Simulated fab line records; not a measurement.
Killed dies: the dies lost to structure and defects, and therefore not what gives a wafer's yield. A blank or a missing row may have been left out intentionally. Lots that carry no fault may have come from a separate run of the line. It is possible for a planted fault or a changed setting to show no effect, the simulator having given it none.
Matching of chambers	flow nand harc	NHARC_P_M0_STRIP_18 on rie diel-01 has 4 sister chambers
The step strips in N2/H2. 14 wafers are shown with their chamber, then 7 later ones without.

== EACH WAFER AND ITS CHAMBER ==
wafer	chamber	showerhead plenum p Torr (Torr)	oes product au (a.u.)	rf vpp V (V)
L081.3	1	2.08	1.003	92.5
L081.5	3	2.20	1.009	92.9
L081.6	0	1.87	0.994	89.2
L084.3	1	2.08	0.986	91.5
L084.5	1	2.08	0.979	92.1
L084.6	2	2.03	0.997	89.4
L088.1	0	2.21	0.993	91.4
L088.3	1	2.08	0.971	91.2
L088.6	1	2.08	0.964	91.3
L091.3	2	2.03	0.981	90.0
L091.4	3	2.19	1.002	91.8
L091.5	3	2.19	0.999	91.1
L092.1	2	2.03	0.979	90.7
L092.2	0	2.21	0.994	91.9

SIGNATURES (means of the wafers above)
reading	chamber 0	chamber 1	chamber 2	chamber 3	scatter within a chamber
showerhead plenum p Torr	2.0967	2.0800	2.0300	2.1933	0.0878
oes product au	0.99367	0.98060	0.98567	1.00333	0.0107
rf vpp V	90.833	91.720	90.033	91.933	0.887
Rule: distance of a wafer from a chamber = root of the sum over the readings of ((wafer's reading minus chamber's mean) / reading's scatter) squared. If the next closest chamber is less than 2 further off than the closest, the wafer can't be placed; otherwise it belongs to the closest. How the scatter is found: for the shown wafers, subtract from each reading the mean of its chamber, square and add these, divide the total by (wafers less chambers), then take the root.

== WAFERS WITHOUT THEIR CHAMBER ==
wafer	showerhead plenum p Torr (Torr)	oes product au (a.u.)	rf vpp V (V)
L092.5	2.21	1.000	91.4
L095.2	2.18	0.995	90.9
L095.4	2.03	0.982	90.0
L095.5	2.18	0.983	89.4
L096.2	2.07	0.975	89.7
L096.3	2.20	1.009	92.7
L096.4	2.18	0.987	92.2

== THE CHAMBER EACH PASSED THROUGH ==
wafer	from the rows above	in truth
L092.5	can't be placed: 3 or 0 or 1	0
L095.2	can't be placed: 0 or 3 or 1 or 2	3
L095.4	can't be placed: 2 or 0 or 1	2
L095.5	can't be placed: 2 or 0 or 1 or 3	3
L096.2	can't be placed: 2 or 0 or 1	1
L096.3	can't be placed: 3 or 0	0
L096.4	can't be placed: 1 or 3 or 0 or 2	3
Correctly placed: 0 of 7. Cannot be placed on the basis of these rows: 7; the candidates contain the true chamber in 7. Wrongly placed: 0.
